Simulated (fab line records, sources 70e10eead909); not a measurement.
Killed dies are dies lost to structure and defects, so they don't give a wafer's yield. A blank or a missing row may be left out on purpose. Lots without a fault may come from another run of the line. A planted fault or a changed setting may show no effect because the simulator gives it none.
One fault seen from 2 desks | flow nand_harc | each desk has only its own numbers; what lay behind them comes last

THE TOOL OWNER'S DESK: arfi_scanner-03
The tool's own readings at NHARC_P_M1_EXPOSE_06 (exposes mask P M1, target cd 130 nm): means of the sampled wafers that have a number, for each lot that ran on this tool. A lot is out of limits, marked OUT, if its mean lies more than 4 standard deviations from the usual mean; the brackets give that distance.
Columns: A = exposure_dose_mJ_cm2 at NHARC_P_M1_EXPOSE_06, usual 82.5
lot  | first seen here | A
L619 | day 7 14:22     | 81.8
L626 | day 10 17:49    | 106.6 (+30) OUT
L628 | day 11 09:43    | 101.7 (+24) OUT
This desk's finding: out of limits on L626, L628; first on L626, day 10 17:49 (exposure_dose_mJ_cm2 at NHARC_P_M1_EXPOSE_06). In limits: L619.

THE METROLOGY DESK
What the gauges read, lot by lot, whatever tool the lot ran on: means of the sampled wafers that have a number. A lot is out of limits, marked OUT, if its mean lies more than 4 standard deviations from the usual mean; the brackets give that distance.
Columns: A = cd_nm at NHARC_P_M1_CD_MEAS_09, usual 130.0 nm
lot  | first seen here | A
L616 | day 6 06:54     | 130.0
L619 | day 7 14:29     | 129.9
L626 | day 10 17:57    | 145.8 (+30) OUT
L627 | day 10 18:56    | 129.7
L628 | day 11 09:52    | 143.5 (+25) OUT
L631 | day 12 10:49    | 130.2
L634 | day 13 17:25    | 129.9
L635 | day 14 00:42    | 129.1
L637 | day 15 09:08    | 129.7
L638 | day 15 13:43    | 130.7
L639 | day 15 20:07    | 130.5
This desk's finding: out of limits on L626, L628; first on L626, day 10 17:57 (cd_nm at NHARC_P_M1_CD_MEAS_09). In limits: L616, L619, L627, L631, L634, L635, L637, L638, L639.

PUT TOGETHER
The tool owner's desk could have raised an alarm at day 10 17:49, on L626, L628.
The metrology desk could have raised an alarm at day 10 17:57, on L626, L628.
Of the lots named, all ran NHARC_P_M1_EXPOSE_06 on arfi_scanner-03.

WHAT THE SIMULATOR HAD PUT IN
Process parameter drift: arfi_scanner-03, from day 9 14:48 on, at NHARC_P_M1_EXPOSE_06. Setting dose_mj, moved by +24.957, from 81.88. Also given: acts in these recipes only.
Lots struck among those shown: L626, L628.
Hours from the fault's start to each desk's first reading out of limits: the tool owner's desk, 27; the metrology desk, 27.
